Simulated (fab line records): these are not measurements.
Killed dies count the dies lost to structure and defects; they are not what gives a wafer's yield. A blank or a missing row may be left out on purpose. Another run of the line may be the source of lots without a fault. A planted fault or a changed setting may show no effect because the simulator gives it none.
fab line records + flow n5_finfet
record
- lots=4
- wafers=12
- last_day=19
route steps=1938 shown SD_EPI_P@296 BEOL_M4@1111 PASSIVATION@1936
lots untouched by any fault: they come from a run of this same line in which no faults occurred
start_h: start of the lot's first displayed wafer, in hours after the record's first day + wait_h: hours since the lot's step before + " the same as in the row above + L1.1+2: one row covering several wafers at once + - no value present, or no start provided + * or withheld: withheld + < > ~ a bound
route shown NAME@n: names a module that has steps shown in the file, with the first one's number in the route + usual: mean and standard deviation over wafers with no fault + same: alike in all rows + chamber/n: place in a boat + sites: each site's reading + _std_site: standard deviation across them + _edge_site: outer sites' mean less inner sites' + radius_mm: how far each site lies from the wafer's centre + mask NAME#n: copy n + behind: tool/chamber where the wafer was last shaped + hold: cause of the lot's hold/its duration in hours/its outcome + device: whichever transistor did not switch (one of n, p or np) + end of line: the tests these same wafers got at the end of their route + step lacking rows: just its recipe + killed: not the wafer's yield, but the dies lost to structure and defects at the first sort + map: per-die view of a wafer (x killed, . not killed, _ where there is no die)
set.NAME: the setting as run; set.NAME@STEP: as run at that earlier step + model.NAME: the simulator's own value behind a step, which no gauge read
a table for each step, a row for each wafer; lots at some steps of the route
services: from which hour (start_h, from the record's first day; less than 0 if before it) a tool's chamber was out of use, for how many hours, and why
## steps
# step N5_SD_EPI_P_COAT_35
# recipe
- resist=SiARC
- temp_c=220
- time_s=60
- spin_rpm=1500
- resist_thk_nm=35
# step N5_SD_EPI_P_COAT_03
# recipe
- resist=CAR-ArF-block
- spin_rpm=1500
- resist_thk_nm=150
# step N5_SD_EPI_P_EBR_05
# recipe
- solvent=PGMEA
- ebr_width_mm=1.5
# step N5_SD_EPI_P_SOFTBAKE_04
# recipe
- temp_c=110
- time_s=60
- resist=CAR-ArF-block
# step N5_SD_EPI_P_EXPOSE_06
# recipe
- mask_id=SD_P_BLK
- na=1.35
- source_shape=conventional
- sigma_outer=0.8
- polarization=unpolarized
- target_cd_nm=240
- dose_mj=39.5
# step N5_SD_EPI_P_PEB_07
# recipe
- peb_temp_c=110
- peb_time_s=60
- resist=CAR-ArF-block
# step N5_SD_EPI_P_DEVELOP_08
# recipe
- develop_time_s=30
- developer=TMAH
- resist=CAR-ArF-block
- dev_temp_c=23
- rinse_liquid=diw
- dry=air_spin
# step N5_SD_EPI_P_DESCUM_14
# recipe
- chemistry=O2
- time_s=7.9
- source_power_w=50
- bias_power_w=20
- pressure_mtorr=20
- rf_frequency_hz=2.712e+07
- temp_c=40
- resist=CAR-ArF-block
- o2_flow_sccm=225
# step N5_SD_EPI_P_ETCH_36
# recipe
- chemistry=CF4
- target=SiARC
- target_depth_a=455
- mask_material=CAR-ArF-block
- time_s=75.8
- ion_energy_ev=80
- pressure_mtorr=40
- source_w=545
- bias_w=36
- Ar_flow_sccm=100
- cf4_flow_sccm=100
- ends=cleared
# step N5_SD_EPI_P_ETCH_37
# recipe
- chemistry=N2/H2
- target=SOC
- overetch_a=1080
- mask_material=SiARC
- temp_c=40
- ion_energy_ev=100
- source_w=3000
- bias_w=133
- pressure_mtorr=20
- time_s=486
- n2_flow_sccm=200
- h2_flow_sccm=200
- ends=end_point
# usual
- bias_w=133.0/0.39
- chamber_pressure_mTorr=19.998/0.019
- drypump_motor_current_A=5.5/0.5
- oes_product_au=0.70/0.059
- rf_fwd_power_W=2995/8.7
- rf_vpp_V=241.1/1.1
- showerhead_plenum_p_Torr=2.58/0.061
- throttle_valve_pct=23.95/0.26
| lot.wafer | tool        | chamber | start_h | wait_h | bias_w | chamber_pressure_mTorr | drypump_motor_current_A | oes_product_au | rf_fwd_power_W | rf_hours_counter_h | rf_vpp_V | showerhead_plenum_p_Torr | throttle_valve_pct | model.CAR-ArF-block_of_SD_EPI_P_COAT_03.thk_nm | model.SiARC_of_SD_EPI_P_COAT_35.thk_nm |
|-----------|-------------|---------|---------|--------|--------|------------------------|-------------------------|----------------|----------------|--------------------|----------|--------------------------|--------------------|------------------------------------------------|----------------------------------------|
| L563.2    | rie_diel-02 | 1       | 79.79   | 0.0    | 133.2  | 19.978                 | 5.8                     | 0.72           | 3001           | 112                | 240.1    | 2.56                     | 23.98              | 0                                              | 20                                     |
| L563.4    | "           | 0       | "       | "      | 132.6  | 20.030                 | 5.3                     | 0.66           | 2984           | 174                | 238.9    | 2.53                     | 24.39              | 0                                              | 20.8                                   |
| L563.5    | "           | 0       | "       | "      | 132.6  | 19.998                 | 5.3                     | 0.66           | 2972           | -                  | 241.7    | 2.53                     | 24.40              | 0                                              | 20.6                                   |
| L571.3    | rie_diel-02 | 1       | 129.99  | 0.0    | -      | -                      | -                       | -              | -              | -                  | -        | -                        | -                  | 111.6                                          | 35                                     |
| L571.4    | "           | 0       | "       | "      | -      | -                      | -                       | -              | -              | -                  | -        | -                        | -                  | 111.4                                          | 35                                     |
| L571.5    | "           | 0       | "       | "      | -      | -                      | -                       | -              | -              | -                  | -        | -                        | -                  | 111.4                                          | 35                                     |
| L572.1    | rie_diel-04 | 1       | 133.79  | 0.0    | -      | -                      | -                       | -              | -              | -                  | -        | -                        | -                  | 110.4                                          | 35                                     |
| L572.2    | "           | 2       | "       | "      | -      | -                      | -                       | -              | -              | -                  | -        | -                        | -                  | 110.2                                          | 35                                     |
| L572.3    | "           | 0       | "       | "      | -      | -                      | -                       | -              | -              | -                  | -        | -                        | -                  | 110.4                                          | 35                                     |
| L580.1    | rie_diel-02 | 3       | 188.79  | 0.0    | 132.7  | 19.998                 | 5.0                     | 0.67           | 2992           | 170                | 240.0    | 2.66                     | 23.83              | 0                                              | 20.2                                   |
| L580.4    | "           | 1       | "       | "      | 132.9  | 19.997                 | 5.7                     | 0.71           | 2997           | 143                | 241.1    | 2.55                     | 24.01              | 0                                              | 19.8                                   |
| L580.5    | "           | 2       | "       | "      | 133.3  | 19.984                 | 6.4                     | 0.85           | 3007           | -                  | 241.4    | 2.60                     | 23.73              | 0                                              | 19.6                                   |
# step N5_SD_EPI_P_STRIP_38
# recipe
- chemistry=N2/H2
- temp_c=40
- n2_flow_sccm=200
- h2_flow_sccm=200
- rf_frequency_hz=6e+07
# step N5_SD_EPI_P_ETCHBACK_46
# recipe
- chemistry=CH3F/O2
- mode=anisotropic_etchback
- target=SiNx
- target_depth_a=175
- stop_on=SiO2
- over_etch_frac=0.3
- ion_energy_ev=120
- pressure_mtorr=30
- source_w=395
- bias_w=73
- Ar_flow_sccm=150
- CH3F_flow_sccm=30
- O2_flow_sccm=20
# usual
- drypump_motor_current_A=5.5/0.5
- oes_product_au=0.67/0.056
- rf_fwd_power_W=393.2/1.2
- rf_vpp_V=298/4.1
- showerhead_plenum_p_Torr=2.03/0.051
- throttle_valve_pct=16.36/0.16
| lot.wafer | tool        | chamber | start_h | wait_h | drypump_motor_current_A | oes_product_au | rf_fwd_power_W | rf_hours_counter_h | rf_vpp_V | showerhead_plenum_p_Torr | throttle_valve_pct |
|-----------|-------------|---------|---------|--------|-------------------------|----------------|----------------|--------------------|----------|--------------------------|--------------------|
| L563.2    | rie_diel-02 | 1       | 80.11   | 0.0    | 5.7                     | 0.69           | 393.1          | 112                | 297      | 2.00                     | 16.17              |
| L563.4    | "           | 0       | "       | "      | 5.3                     | 0.63           | 392.7          | 174                | 296      | 1.99                     | 16.48              |
| L563.5    | "           | 0       | "       | "      | 5.3                     | 0.63           | 393.7          | -                  | 295      | 1.99                     | 16.48              |
| L571.3    | rie_diel-02 | 1       | 130.31  | 0.0    | 5.7                     | 0.30           | 392.7          | 126                | 295      | 1.99                     | 16.15              |
| L571.4    | "           | 0       | "       | "      | 5.3                     | 0.27           | 394.0          | 190                | 296      | 1.98                     | 16.49              |
| L571.5    | "           | 0       | "       | "      | 5.3                     | 0.27           | 394.2          | -                  | 294      | 1.98                     | 16.47              |
| L572.1    | rie_diel-04 | 1       | 134.12  | 0.0    | 6.1                     | 0.29           | 396.2          | 150                | 297      | 2.09                     | 16.24              |
| L572.2    | "           | 2       | "       | "      | 5.0                     | 0.33           | 392.7          | 55                 | 310      | 1.95                     | 16.35              |
| L572.3    | "           | 0       | "       | "      | 5.1                     | 0.31           | 392.8          | 77                 | 294      | 2.02                     | 16.24              |
| L580.1    | rie_diel-02 | 3       | 189.11  | 0.0    | 4.9                     | 0.64           | 392.6          | 170                | 302      | 2.09                     | 16.27              |
| L580.4    | "           | 1       | "       | "      | 5.7                     | 0.67           | 394.6          | 143                | 295      | 1.99                     | 16.22              |
| L580.5    | "           | 2       | "       | "      | 6.4                     | 0.80           | 395.1          | -                  | 300      | 2.07                     | 16.29              |
# step N5_SD_EPI_P_ETCH_47
# recipe
- chemistry=CH3F/O2
- target=SiOCN
- target_depth_a=250
- mask_material=SOC
- ion_energy_ev=60
- bias_w=29
- pressure_mtorr=30
- source_w=410
- Ar_flow_sccm=150
- CH3F_flow_sccm=30
- O2_flow_sccm=20
# step N5_SD_EPI_P_ETCH_16
# recipe
- chemistry=CHF3/O2
- target=SiO2
- target_depth_a=50
- mask_material=SOC
- pressure_mtorr=30
- source_w=650
- bias_w=170
- Ar_flow_sccm=200
- CHF3_flow_sccm=50
- O2_flow_sccm=5
- ion_energy_ev=200
# usual
- CHF3_flow_sccm=50.00/0.15
- O2_flow_sccm=5.002/0.014
- drypump_motor_current_A=5.5/0.5
- oes_product_au=0.78/0.071
- rf_fwd_power_W=642.9/2.5
- rf_vpp_V=524/7.6
- showerhead_plenum_p_Torr=2.44/0.057
- throttle_valve_pct=18.91/0.16
| lot.wafer | tool        | chamber | start_h | wait_h | CHF3_flow_sccm | O2_flow_sccm | drypump_motor_current_A | oes_product_au | rf_fwd_power_W | rf_hours_counter_h | rf_vpp_V | showerhead_plenum_p_Torr | throttle_valve_pct | model.SiARC_of_SD_EPI_P_COAT_35.thk_nm |
|-----------|-------------|---------|---------|--------|----------------|--------------|-------------------------|----------------|----------------|--------------------|----------|--------------------------|--------------------|----------------------------------------|
| L563.2    | rie_diel-02 | 1       | 80.31   | 0.1    | 50.06          | 4.992        | 5.7                     | 0.81           | 642.5          | 113                | 518      | 2.41                     | 18.70              | 11.8                                   |
| L563.4    | "           | 0       | "       | "      | 49.99          | 5.006        | 5.3                     | 0.72           | 640.6          | 174                | 521      | 2.39                     | 19.05              | 13                                     |
| L563.5    | "           | 0       | "       | "      | 49.81          | 4.995        | 5.3                     | 0.72           | 640.6          | -                  | 519      | 2.39                     | 19.05              | 12.8                                   |
| L571.3    | rie_diel-02 | 1       | 130.51  | 0.1    | 49.91          | 4.971        | 5.7                     | 0.80           | 644.7          | 126                | 519      | 2.40                     | 18.73              | 26.8                                   |
| L571.4    | "           | 0       | "       | "      | 49.94          | 5.006        | 5.3                     | 0.71           | 640.7          | 190                | 520      | 2.39                     | 19.04              | 27.2                                   |
| L571.5    | "           | 0       | "       | "      | 50.02          | 5.003        | 5.3                     | 0.70           | 639.8          | -                  | 520      | 2.39                     | 19.05              | 27                                     |
| L572.1    | rie_diel-04 | 1       | 134.32  | 0.1    | 49.92          | 5.004        | 6.1                     | 0.76           | 644.2          | 150                | 524      | 2.52                     | 18.83              | 27                                     |
| L572.2    | "           | 2       | "       | "      | 50.04          | 5.004        | 5.0                     | 0.88           | 645.5          | 55                 | 545      | 2.36                     | 19.03              | 26.6                                   |
| L572.3    | "           | 0       | "       | "      | 50.00          | 5.017        | 5.1                     | 0.81           | 641.2          | 77                 | 518      | 2.44                     | 18.85              | 27                                     |
| L580.1    | rie_diel-02 | 3       | 189.31  | 0.1    | 50.12          | 5.018        | 4.9                     | 0.75           | 642.0          | 170                | 527      | 2.51                     | 18.79              | 12.4                                   |
| L580.4    | "           | 1       | "       | "      | 50.06          | 4.989        | 5.7                     | 0.79           | 644.4          | 143                | 518      | 2.40                     | 18.76              | 12                                     |
| L580.5    | "           | 2       | "       | "      | 49.92          | 5.017        | 6.4                     | 0.95           | 646.2          | -                  | 528      | 2.48                     | 18.89              | 11.4                                   |
# step N5_SD_EPI_P_STRIP_50
# recipe
- chemistry=CHF3/O2
- resist=SiARC
- rf_frequency_hz=6e+07
# step N5_BEOL_M4_RC_MEAS_101
# usual
- DIBL_N=36.3/2.2
- DIBL_P=36.0/2.4
- IOFF_N=0.16/0.042
- IOFF_P=0.22/0.041
- ION_N=672/14
- ION_P=462/7.9
- SS_N=71.7/0.76
- SS_P=73.3/0.72
- VT_N=250/3.6
- VT_P=-249/3
| lot.wafer | tool      | chamber | start_h | wait_h | DIBL_N[mV/V] | DIBL_P[mV/V] | IOFF_N[nA/um] | IOFF_P[nA/um] | ION_N[uA/um] | ION_P[uA/um] | SS_N[mV/dec] | SS_P[mV/dec] | VT_N[mV] | VT_P[mV] |
|-----------|-----------|---------|---------|--------|--------------|--------------|---------------|---------------|--------------|--------------|--------------|--------------|----------|----------|
| L563.2    | prober-02 | 0       | 192.12  | 0.2    | 36.5         | 37.3         | 0.15          | 0.23          | 654          | 455          | 72.0         | 73.1         | 253      | -251     |
| L563.4    | "         | 0       | "       | "      | 33.4         | 33.7         | 0.13          | 0.18          | 669          | 462          | 70.8         | 72.4         | 252      | -253     |
| L563.5    | "         | 0       | "       | "      | 36.3         | 37.2         | 0.16          | 0.24          | 667          | 464          | 71.6         | 73.4         | 248      | -249     |
| L580.1    | prober-01 | 0       | 342.31  | 0.4    | 36.2         | 37.5         | 0.17          | 0.22          | 681          | 462          | 71.8         | 72.8         | 251      | -248     |
| L580.4    | "         | 0       | "       | "      | 35.7         | 36.7         | 0.17          | 0.21          | 677          | 462          | 71.1         | 73.6         | 250      | -250     |
| L580.5    | "         | 0       | "       | "      | 36.9         | 38.0         | 0.19          | 0.23          | 686          | 466          | 72.3         | 73.8         | 249      | -248     |
# step N5_PASSIVATION_PROBE_49
# usual
- killed_at_M0_to_M3=33/9.9
- killed_at_M4_up=14/6.4
- killed_at_contacts=12/7
- killed_at_front_end=41/13
- killed_at_other=3.1/2.9
- killed_dies=103/20
- killed_on_rim=13/4
- killed_open=67/14
- killed_short=34/9.4
# same
- gross_dies=1180
- killed_at_back_side=0
| lot.wafer | tool      | chamber | start_h | wait_h | killed_at_M0_to_M3 | killed_at_M4_up | killed_at_contacts | killed_at_front_end | killed_at_other | killed_dies | killed_on_rim | killed_open | killed_short |
|-----------|-----------|---------|---------|--------|--------------------|-----------------|--------------------|---------------------|-----------------|-------------|---------------|-------------|--------------|
| L563.2    | prober-01 | -       | 291.35  | 0.1    | 43                 | 7               | 9                  | 48                  | 0               | 107         | 11            | 62          | 44           |
| L563.4    | prober-01 | -       | 291.45  | 0.2    | 14                 | 14              | 19                 | 47                  | 3               | 97          | 16            | 64          | 33           |
| L563.5    | prober-01 | -       | 291.50  | 0.2    | 46                 | 11              | 10                 | 21                  | 4               | 92          | 11            | 56          | 35           |
| L571.3    | prober-01 | -       | 345.55  | 0.1    | 33                 | 33              | 15                 | 1094                | 5               | 1180        | 152           | 91          | 36           |
| L571.4    | prober-01 | -       | 345.60  | 0.2    | 24                 | 24              | 19                 | 1112                | 1               | 1180        | 152           | 74          | 20           |
| L571.5    | prober-01 | -       | 345.65  | 0.2    | 24                 | 12              | 14                 | 1127                | 3               | 1180        | 152           | 64          | 27           |
| L572.1    | prober-02 | -       | 351.40  | 0.0    | 30                 | 11              | 10                 | 1124                | 5               | 1180        | 152           | 50          | 27           |
| L572.2    | prober-02 | -       | 351.45  | 0.1    | 31                 | 5               | 2                  | 1141                | 1               | 1180        | 152           | 44          | 25           |
| L572.3    | prober-02 | -       | 351.50  | 0.1    | 37                 | 11              | 14                 | 1116                | 2               | 1180        | 152           | 59          | 35           |
| L580.4    | prober-01 | -       | 467.55  | 0.2    | 44                 | 17              | 14                 | 50                  | 2               | 127         | 18            | 84          | 43           |
# killed by level:class
L563.2 STI_FIN_REVEAL:geometric_particle:open=17 BEOL_M0_SAQP:geometric_particle:short=11 BEOL_M0_SAQP:geometric_particle:open=10 BEOL_M1:geometric_particle:open=9 DUMMY_GATE:geometric_particle:open=6 GATE_CUT:geometric_particle:short=6 MOL_CONTACT_COAG:geometric_particle:open=5 MOL_CONTACT_COAG:geometric_particle:short=4
L563.4 STI_FIN_REVEAL:geometric_particle:open=17 MOL_CONTACT_COAG:geometric_particle:open=15 BEOL_M0_SAQP:geometric_particle:short=7 FIN_SAQP:geometric_particle:short=6 DUMMY_GATE:geometric_particle:open=5 FIN_SAQP:geometric_particle:open=4 MOL_CONTACT_COAG:geometric_particle:short=4 BEOL_M0_SAQP:geometric_particle:open=4
L563.5 BEOL_M0_SAQP:geometric_particle:short=16 BEOL_M0_SAQP:geometric_particle:open=11 MOL_CONTACT_COAG:geometric_particle:open=8 BEOL_M3:geometric_particle:open=8 DUMMY_GATE:geometric_particle:open=6 BEOL_M1:geometric_particle:open=4 BEOL_M1:geometric_particle:short=3 BEOL_M6:geometric_particle:open=3
L571.3 SD_EPI_P:area_etch=1051 BEOL_M4:geometric_particle:open=16 MOL_CONTACT_COAG:geometric_particle:open=13 DUMMY_GATE:geometric_particle:open=12 BEOL_M0_SAQP:geometric_particle:short=9 BEOL_M1:geometric_particle:open=8 STARTING-WAFER:geometric_particle:short=7 BEOL_M0_SAQP:geometric_particle:open=7
L571.4 SD_EPI_P:area_etch=1085 MOL_CONTACT_COAG:geometric_particle:open=13 BEOL_M4:geometric_particle:open=11 FIN_SAQP:geometric_particle:open=8 BEOL_M3:geometric_particle:open=7 DUMMY_GATE:geometric_particle:open=6 BEOL_M0_SAQP:geometric_particle:short=6 MOL_CONTACT_COAG:geometric_particle:short=5
L571.5 SD_EPI_P:area_etch=1089 FIN_SAQP:geometric_particle:open=13 MOL_CONTACT_COAG:geometric_particle:open=12 BEOL_M2:geometric_particle:open=8 FIN_SAQP:geometric_particle:short=6 BEOL_M0_SAQP:geometric_particle:open=5 BEOL_M4:geometric_particle:open=5 STI_FIN_REVEAL:geometric_particle:open=4
L572.1 SD_EPI_P:area_etch=1102 BEOL_M2:geometric_particle:open=9 MOL_CONTACT_COAG:geometric_particle:open=6 BEOL_M4:geometric_particle:open=6 BEOL_M0_SAQP:geometric_particle:open=5 FIN_SAQP:geometric_particle:short=4 MOL_CONTACT_COAG:geometric_particle:short=4 BEOL_M0_SAQP:geometric_particle:short=4
L572.2 SD_EPI_P:area_etch=1111 BEOL_M2:geometric_particle:open=9 FIN_SAQP:geometric_particle:short=8 DUMMY_GATE:geometric_particle:open=7 BEOL_M0_SAQP:geometric_particle:open=7 BEOL_M0_SAQP:geometric_particle:short=6 STI_FIN_REVEAL:geometric_particle:open=4 FIN_SAQP:geometric_particle:open=3
L572.3 SD_EPI_P:area_etch=1086 MOL_CONTACT_COAG:geometric_particle:open=11 FIN_SAQP:geometric_particle:open=9 FIN_SAQP:geometric_particle:short=9 BEOL_M0_SAQP:geometric_particle:short=9 BEOL_M1:geometric_particle:open=8 BEOL_M4:geometric_particle:open=7 BEOL_M0_SAQP:geometric_particle:open=5
L580.4 STI_FIN_REVEAL:geometric_particle:open=18 MOL_CONTACT_COAG:geometric_particle:open=10 BEOL_M1:geometric_particle:open=10 BEOL_M3:geometric_particle:open=10 FIN_SAQP:geometric_particle:open=8 BEOL_M1:geometric_particle:short=8 BEOL_M4:geometric_particle:open=8 BEOL_M0_SAQP:geometric_particle:short=6
# map L571.3 (x killed, . not)
_________________xxxxxxxxxxxx________________
______________xxxxxxxxxxxxxxxxxx_____________
___________xxxxxxxxxxxxxxxxxxxxxxxx__________
__________xxxxxxxxxxxxxxxxxxxxxxxxxx_________
________xxxxxxxxxxxxxxxxxxxxxxxxxxxxxx_______
_______xxxxxxxxxxxxxxxxxxxxxxxxxxxxxxxx______
______xxxxxxxxxxxxxxxxxxxxxxxxxxxxxxxxxx_____
_____xxxxxxxxxxxxxxxxxxxxxxxxxxxxxxxxxxxx____
____xxxxxxxxxxxxxxxxxxxxxxxxxxxxxxxxxxxxxx___
___xxxxxxxxxxxxxxxxxxxxxxxxxxxxxxxxxxxxxxxx__
___xxxxxxxxxxxxxxxxxxxxxxxxxxxxxxxxxxxxxxxx__
__xxxxxxxxxxxxxxxxxxxxxxxxxxxxxxxxxxxxxxxxxx_
__xxxxxxxxxxxxxxxxxxxxxxxxxxxxxxxxxxxxxxxxxx_
_xxxxxxxxxxxxxxxxxxxxxxxxxxxxxxxxxxxxxxxxxxxx
_xxxxxxxxxxxxxxxxxxxxxxxxxxxxxxxxxxxxxxxxxxxx
_xxxxxxxxxxxxxxxxxxxxxxxxxxxxxxxxxxxxxxxxxxxx
_xxxxxxxxxxxxxxxxxxxxxxxxxxxxxxxxxxxxxxxxxxxx
_xxxxxxxxxxxxxxxxxxxxxxxxxxxxxxxxxxxxxxxxxxxx
_xxxxxxxxxxxxxxxxxxxxxxxxxxxxxxxxxxxxxxxxxxxx
_xxxxxxxxxxxxxxxxxxxxxxxxxxxxxxxxxxxxxxxxxxxx
_xxxxxxxxxxxxxxxxxxxxxxxxxxxxxxxxxxxxxxxxxxxx
__xxxxxxxxxxxxxxxxxxxxxxxxxxxxxxxxxxxxxxxxxx_
__xxxxxxxxxxxxxxxxxxxxxxxxxxxxxxxxxxxxxxxxxx_
___xxxxxxxxxxxxxxxxxxxxxxxxxxxxxxxxxxxxxxxx__
___xxxxxxxxxxxxxxxxxxxxxxxxxxxxxxxxxxxxxxxx__
____xxxxxxxxxxxxxxxxxxxxxxxxxxxxxxxxxxxxxx___
_____xxxxxxxxxxxxxxxxxxxxxxxxxxxxxxxxxxxx____
______xxxxxxxxxxxxxxxxxxxxxxxxxxxxxxxxxx_____
_______xxxxxxxxxxxxxxxxxxxxxxxxxxxxxxxx______
________xxxxxxxxxxxxxxxxxxxxxxxxxxxxxx_______
__________xxxxxxxxxxxxxxxxxxxxxxxxxx_________
___________xxxxxxxxxxxxxxxxxxxxxxxx__________
______________xxxxxxxxxxxxxxxxxx_____________
_________________xxxxxxxxxxxx________________
# map L572.1 (x killed, . not)
_________________xxxxxxxxxxxx________________
______________xxxxxxxxxxxxxxxxxx_____________
___________xxxxxxxxxxxxxxxxxxxxxxxx__________
__________xxxxxxxxxxxxxxxxxxxxxxxxxx_________
________xxxxxxxxxxxxxxxxxxxxxxxxxxxxxx_______
_______xxxxxxxxxxxxxxxxxxxxxxxxxxxxxxxx______
______xxxxxxxxxxxxxxxxxxxxxxxxxxxxxxxxxx_____
_____xxxxxxxxxxxxxxxxxxxxxxxxxxxxxxxxxxxx____
____xxxxxxxxxxxxxxxxxxxxxxxxxxxxxxxxxxxxxx___
___xxxxxxxxxxxxxxxxxxxxxxxxxxxxxxxxxxxxxxxx__
___xxxxxxxxxxxxxxxxxxxxxxxxxxxxxxxxxxxxxxxx__
__xxxxxxxxxxxxxxxxxxxxxxxxxxxxxxxxxxxxxxxxxx_
__xxxxxxxxxxxxxxxxxxxxxxxxxxxxxxxxxxxxxxxxxx_
_xxxxxxxxxxxxxxxxxxxxxxxxxxxxxxxxxxxxxxxxxxxx
_xxxxxxxxxxxxxxxxxxxxxxxxxxxxxxxxxxxxxxxxxxxx
_xxxxxxxxxxxxxxxxxxxxxxxxxxxxxxxxxxxxxxxxxxxx
_xxxxxxxxxxxxxxxxxxxxxxxxxxxxxxxxxxxxxxxxxxxx
_xxxxxxxxxxxxxxxxxxxxxxxxxxxxxxxxxxxxxxxxxxxx
_xxxxxxxxxxxxxxxxxxxxxxxxxxxxxxxxxxxxxxxxxxxx
_xxxxxxxxxxxxxxxxxxxxxxxxxxxxxxxxxxxxxxxxxxxx
_xxxxxxxxxxxxxxxxxxxxxxxxxxxxxxxxxxxxxxxxxxxx
__xxxxxxxxxxxxxxxxxxxxxxxxxxxxxxxxxxxxxxxxxx_
__xxxxxxxxxxxxxxxxxxxxxxxxxxxxxxxxxxxxxxxxxx_
___xxxxxxxxxxxxxxxxxxxxxxxxxxxxxxxxxxxxxxxx__
___xxxxxxxxxxxxxxxxxxxxxxxxxxxxxxxxxxxxxxxx__
____xxxxxxxxxxxxxxxxxxxxxxxxxxxxxxxxxxxxxx___
_____xxxxxxxxxxxxxxxxxxxxxxxxxxxxxxxxxxxx____
______xxxxxxxxxxxxxxxxxxxxxxxxxxxxxxxxxx_____
_______xxxxxxxxxxxxxxxxxxxxxxxxxxxxxxxx______
________xxxxxxxxxxxxxxxxxxxxxxxxxxxxxx_______
__________xxxxxxxxxxxxxxxxxxxxxxxxxx_________
___________xxxxxxxxxxxxxxxxxxxxxxxx__________
______________xxxxxxxxxxxxxxxxxx_____________
_________________xxxxxxxxxxxx________________
## services
| tool        | chamber | start_h | hours | kind                          |
|-------------|---------|---------|-------|-------------------------------|
| rie_diel-04 | 2       | 77.28   | 6.0   | repair                        |
| rie_diel-02 | 2       | 131.19  | -     | clean                         |
| rie_diel-02 | 2       | 131.19  | -     | consumable_replace:focus_ring |
| rie_diel-02 | 2       | 131.19  | 24.2  | scheduled_down                |
| rie_diel-02 | 2       | 131.19  | 24.2  | vent_cycle                    |
| rie_diel-04 | 3       | 133.61  | 22.5  | repair                        |
| rie_diel-04 | 0       | 185.19  | 4.0   | repair                        |
## key
first_sign
- step=N5_SD_EPI_P_ETCH_37
- reading=tool_record
- direction=missing
effect
- step=N5_SD_EPI_P_ETCHBACK_46
- reading=oes_product_au
- direction=down
- sigmas=6.7
- usual=0.67
- struck=0.29
effect
- step=N5_PASSIVATION_PROBE_49
- reading=killed_at_front_end
- direction=up
- sigmas=83
- usual=41
- struck=1119
model_effect
- step=N5_SD_EPI_P_ETCH_37
- value=CAR-ArF-block_of_SD_EPI_P_COAT_03.thk_nm
- without=0
- struck=110.9
model_effect
- step=N5_SD_EPI_P_ETCH_16
- value=SiARC_of_SD_EPI_P_COAT_35.thk_nm
- without=11.93
- struck=26.93
more_kills_born_at
- N5_SD_EPI_P_ETCH_37@rie_diel-04=3299
- N5_SD_EPI_P_ETCH_37@rie_diel-02=3225
met_at N5_SD_EPI_P_ETCH_37
struck_wafers L571.3,L571.4,L571.5,L572.1,L572.2,L572.3
later_rows_left_out L571.3,L571.4,L571.5,L572.1,L572.2,L572.3
tester_left_out L571,L572
onset_between 79.79 129.99
fault
- kind=skipped_step_whole
- tool=rie_diel-02,rie_diel-04
- chamber=-
- onset_h=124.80
- steps=N5_SD_EPI_P_ETCH_37
- scope=struck_lots_only
# tester_left_out: of these lots the tester's yield and bins aren't shown, on N5 and GAA mostly nor the transistor test; their killed dies are dies lost to structure and defects alone, not to doping, threshold or leakage, so they don't give the yield
# later_rows_left_out: the simulator's readings of these wafers behind a module that went badly wrong aren't trusted and aren't shown, but for the sort
